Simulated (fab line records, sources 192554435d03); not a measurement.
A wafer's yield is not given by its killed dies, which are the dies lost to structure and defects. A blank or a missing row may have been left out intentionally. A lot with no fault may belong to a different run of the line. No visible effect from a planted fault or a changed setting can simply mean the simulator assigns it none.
2 desks looking at one fault || flow n5-finfet || what lay behind the numbers comes last; until then each desk has only its own

THE TOOL OWNER'S DESK: cmp-04
The tool's own readings at N5_BEOL_M11_CMP_52 (polishes, stops on SiCOH lowk, t overpolish 7 s, target thk 140 nm): means of the sampled wafers that have a number, for each lot that ran on this tool. A lot is out of limits, marked OUT, if its mean lies more than 4 standard deviations from the usual mean; the brackets give that distance.
Columns: A = barrier-field-endpoint-s at N5_BEOL_M11_CMP_52, usual 28.9 s; B = motor-current-A at N5_BEOL_M11_CMP_52, usual 6.0 A; C = overpolish-run-s at N5_BEOL_M11_CMP_52, usual 6.999 s; D = pad-life-wafers at N5_BEOL_M11_CMP_52, usual 1119; E = time-to-endpoint-s at N5_BEOL_M11_CMP_52, usual 66 s
{"lot": "L534", "first seen here": "day 10 22:09", "A": 29.0, "B": 6.6, "C": 6.997, "D": 990, "E": 67}
{"lot": "L535", "first seen here": "day 11 04:12", "A": 29.0, "B": 6.1, "C": 7.004, "D": 1038, "E": 68}
{"lot": "L538", "first seen here": "day 11 11:29", "A": "20.0 (-12) OUT", "B": 6.0, "C": 6.991, "D": 1100, "E": "45 (-6.3) OUT"}
{"lot": "L536", "first seen here": "day 11 11:55", "A": "22.1 (-9.1) OUT", "B": 5.6, "C": 6.996, "D": 1106, "E": "49 (-5.0) OUT"}
{"lot": "L537", "first seen here": "day 11 14:35", "A": "22.0 (-9.4) OUT", "B": 6.4, "C": 7.002, "D": 1124, "E": "50 (-4.6) OUT"}
{"lot": "L555", "first seen here": "day 16 03:41", "A": 29.2, "B": 5.9, "C": 7.002, "D": 1916, "E": 65}
This desk finds L536, L537, L538 out of limits, L538 being first, at day 11 11:29 (barrier-field-endpoint-s at N5_BEOL_M11_CMP_52). L534, L535, L555 stayed within limits.

METROLOGY DESK
Lot by lot, what the gauges showed, no matter which tool ran the lot: averages of those sampled wafers that carry a number. A lot is out of limits, marked OUT, if its mean lies more than 4 standard deviations from the usual mean; the brackets give that distance.
Columns: A = cd-nm at N5_BEOL_M11_CD_MEAS_35, usual 69.8 nm
{"lot": "L534", "first seen here": "day 10 18:57", "A": 69.2}
{"lot": "L535", "first seen here": "day 11 01:30", "A": 69.5}
{"lot": "L538", "first seen here": "day 11 09:46", "A": 69.5}
{"lot": "L536", "first seen here": "day 11 10:15", "A": 69.8}
{"lot": "L537", "first seen here": "day 11 11:34", "A": 69.5}
{"lot": "L543", "first seen here": "day 12 21:01", "A": 69.6}
{"lot": "L546", "first seen here": "day 14 02:13", "A": 69.7}
{"lot": "L547", "first seen here": "day 14 23:13", "A": 70.1}
{"lot": "L552", "first seen here": "day 15 09:38", "A": 69.3}
{"lot": "L551", "first seen here": "day 15 21:41", "A": 69.7}
{"lot": "L555", "first seen here": "day 16 01:19", "A": 70.8}
{"lot": "L556", "first seen here": "day 16 08:16", "A": 70.1}
This desk's verdict: no lot among the 12 shows anything out of limits.

TAKEN TOGETHER
The tool owner's desk had the chance to raise an alarm at day 11 11:29 on L536, L537, L538.
Metrology desk: nothing out of limits seen.
The metrology desk has L536, L537, L538 on record, within its limits.
Every lot named ran N5_BEOL_M11_CMP_52 on cmp-04.

WHAT THE SIMULATOR PUT IN
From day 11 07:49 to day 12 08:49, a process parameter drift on cmp-04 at N5_BEOL_M11_CMP_52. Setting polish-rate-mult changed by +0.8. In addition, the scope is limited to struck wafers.
Struck lots among those shown: L536, L537, L538.
Time in hours from fault onset to the first out-of-limits reading at each desk: the tool owner's desk, 4.
